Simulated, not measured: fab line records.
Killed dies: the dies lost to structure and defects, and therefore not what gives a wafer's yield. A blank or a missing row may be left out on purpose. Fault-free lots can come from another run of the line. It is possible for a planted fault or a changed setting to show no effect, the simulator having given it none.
Which tool is to blame? -- flow nand_harc -- Sampling: 14 lots, 42 wafers, 4 of 1302 route steps

## WHAT THE GAUGES READ, wafer by wafer
NHARC_A_M1_OVL_MEAS_10: pitch 240 nm. Usual: overlay_x_nm -0.2 nm, standard deviation 0.92; overlay_y_nm 0.1 nm, standard deviation 0.93.
lot,measured,on,overlay_x_nm (nm),overlay_y_nm (nm),flag
L837,day 22 02:35,overlay-01,-0.1 0.5 0.5,-0.1 -0.6 -0.2,
L836,day 22 16:13,overlay-01,0.2 0.0 0.3,-0.7 -0.5 -0.6,
L840,day 23 21:52,overlay-01,0.0 -0.8 -0.3,0.0 -0.1 -0.6,
L844,day 25 09:59,overlay-02,0.4 -0.7 -0.2,-0.2 -0.2 0.2,
L845,day 26 01:30,overlay-01,1.5 2.1 2.8,1.2 1.4 1.3,
L846,day 26 02:46,overlay-02,-2.6 -2.1 -0.9,-0.6 -0.6 -1.1,
L852,day 28 08:15,overlay-02,0.0 0.0 -0.4,0.8 1.0 0.8,
L853,day 28 12:12,overlay-02,-0.7 -0.7 -0.4,1.3 1.4 2.0,
L855,day 29 03:07,overlay-02,1.2 1.8 1.1,-1.4 -1.3 -1.5,
L854,day 29 03:57,overlay-01,-0.3 -0.4 -0.6,0.4 -0.1 0.1,
L857,day 30 09:01,overlay-02,-0.8 -0.4 -0.3,1.1 0.9 0.9,
L856,day 30 10:04,overlay-02,-0.3 -0.9 -0.6,1.3 1.0 0.9,
L859,day 31 11:06,overlay-02,-0.1 0.0 -0.4,2.0 1.5 1.7,
L858,day 31 15:50,overlay-02,0.6 0.2 0.9,-0.2 -0.4 -0.9,

NHARC_A_M1_CD_MEAS_16. Usual: cd_nm at 120.1 nm, with a standard deviation of 0.59.
lot,measured,on,cd_nm (nm),flag
L837,day 22 03:01,cd_sem-02,120.3 119.3 120.5,
L836,day 22 16:37,cd_sem-03,120.0 120.0 120.3,
L840,day 23 22:19,cd_sem-02,120.5 119.4 119.7,
L844,day 25 10:35,cd_sem-02,120.3 121.1 120.3,
L845,day 26 01:57,cd_sem-02,119.5 119.6 120.6,
L846,day 26 03:13,cd_sem-01,120.2 119.4 120.3,
L852,day 28 08:39,cd_sem-02,119.5 119.3 119.8,
L853,day 28 12:38,cd_sem-01,120.2 119.4 120.3,
L855,day 29 03:31,cd_sem-03,120.1 120.2 120.0,
L854,day 29 04:21,cd_sem-03,120.3 119.8 120.0,
L857,day 30 09:25,cd_sem-03,120.0 120.5 119.1,
L856,day 30 10:28,cd_sem-01,119.5 119.9 119.0,
L859,day 31 11:30,cd_sem-02,120.4 120.7 120.3,
L858,day 31 16:15,cd_sem-02,119.8 120.0 119.9,

## WHICH TOOL RAN EACH LOT (tool, then ch and the chambers of the sampled wafers, then the start)
lot,NHARC_A_M0_DEP_32,NHARC_A_M1_DEP_00
L837,"pecvd-02 ch 0,1,2, day 22 01:15","pecvd-03 ch 0,1,2, day 22 01:40"
L836,"pecvd-02 ch 0,1,2, day 22 15:05","pecvd-03 ch 0,1,2, day 22 15:31"
L840,"pecvd-02 ch 1,2, day 23 20:41","pecvd-03 ch 0,1, day 23 21:04"
L844,"pecvd-02 ch 0,1, day 25 08:40","pecvd-01 ch 0,1,2, day 25 09:07"
L845,"pecvd-03 ch 1,2, day 26 00:20","pecvd-02 ch 0,1,2, day 26 00:42"
L846,"pecvd-03 ch 0,2, day 26 01:28","pecvd-03 ch 0,2, day 26 01:53"
L852,"pecvd-03 ch 0,1, day 28 06:56","pecvd-03 ch 0,2, day 28 07:22"
L853,"pecvd-02 ch 0,1, day 28 10:30","pecvd-03 ch 0,2, day 28 11:19"
L855,"pecvd-03 ch 0,1, day 29 01:47","pecvd-02 ch 0,2, day 29 02:17"
L854,"pecvd-01 ch 0,1,2, day 29 02:40","pecvd-03 ch 0,1,2, day 29 03:04"
L857,"pecvd-02 ch 0,1, day 30 07:35","pecvd-03 ch 2, day 30 08:01"
L856,"pecvd-02 ch 1,2, day 30 08:52","pecvd-01 ch 0,1, day 30 09:16"
L859,"pecvd-03 ch 0,2, day 31 09:47","pecvd-03 ch 0,2, day 31 10:13"
L858,"pecvd-03 ch 1,2, day 31 14:31","pecvd-01 ch 0,1,2, day 31 14:55"
- NHARC_A_M0_DEP_32: deposits SiCN, target thk 30 nm.
- NHARC_A_M1_DEP_00: deposits SiOC, target thk 182.5 nm.

## WHAT THE TOOLS THEMSELVES READ (means of the sampled wafers that have a number; where no wafer has one, the mark that the record gives instead)
NHARC_A_M0_DEP_32. Usual: chamber_pressure_Torr 3.000 Torr, standard deviation 0.0068; heater_power_outer_w 336 W, standard deviation 75; heater_power_w 586 W, standard deviation 94.
lot,tool,chamber_pressure_Torr (Torr),heater_power_outer_w (W),heater_power_w (W),flag
L837,pecvd-02,2.994,385,653,
L836,pecvd-02,2.995,377,650,
L840,pecvd-02,3.008,361,633,
L844,pecvd-02,3.005,330,609,
L845,pecvd-03,3.004,271,470,
L846,pecvd-03,3.005,292,541,
L852,pecvd-03,3.004,319,544,
L853,pecvd-02,3.003,339,625,
L855,pecvd-03,3.004,294,493,
L854,pecvd-01,2.991,331,581,
L857,pecvd-02,2.996,359,644,
L856,pecvd-02,2.998,391,668,
L859,pecvd-03,2.997,246,473,
L858,pecvd-03,2.996,283,470,

NHARC_A_M1_DEP_00. Usual: chamber_pressure_Torr 5.000 Torr, standard deviation 0.013; rf_fwd_power_W 598.6 W, standard deviation 1.9.
lot,tool,chamber_pressure_Torr (Torr),rf_fwd_power_W (W),flag
L837,pecvd-03,5.013,598.8,
L836,pecvd-03,5.015,597.6,
L840,pecvd-03,4.995,599.3,
L844,pecvd-01,4.997,598.9,
L845,pecvd-02,-,-,OFF
L846,pecvd-03,-,-,OFF
L852,pecvd-03,5.002,599.4,
L853,pecvd-03,4.998,599.0,
L855,pecvd-02,5.002,599.6,
L854,pecvd-03,5.000,598.5,
L857,pecvd-03,5.003,599.1,
L856,pecvd-01,4.999,598.9,
L859,pecvd-03,4.993,598.7,
L858,pecvd-01,4.993,598.5,

## THE ANSWER, worked out from the rows above alone
Rule: take the mean of a lot's wafers that have a number; if it is more than 3 standard deviations from the usual mean, the lot is off. A lot without any number at a reading at which 4 lots or more have one is off too. Where the step has rows for the other lots, those lots are counted as sound. The gauges are gone through in route order, then the tools' own readings, and for those a lot's mean is taken as printed above. At the first step where some lot is off, the reading lying furthest off is the one used; lots without a number count as furthest.
Off at NHARC_A_M1_DEP_00 (chamber_pressure_Torr): L845, L846. Without a number there: L845, L846.
If a tool, at that step or one of the process steps before it, ran each lot that is off and ran no sound lot following the first of them, it fits. No candidate that was tried fits.

## WHAT THE SIMULATOR HAD INSERTED
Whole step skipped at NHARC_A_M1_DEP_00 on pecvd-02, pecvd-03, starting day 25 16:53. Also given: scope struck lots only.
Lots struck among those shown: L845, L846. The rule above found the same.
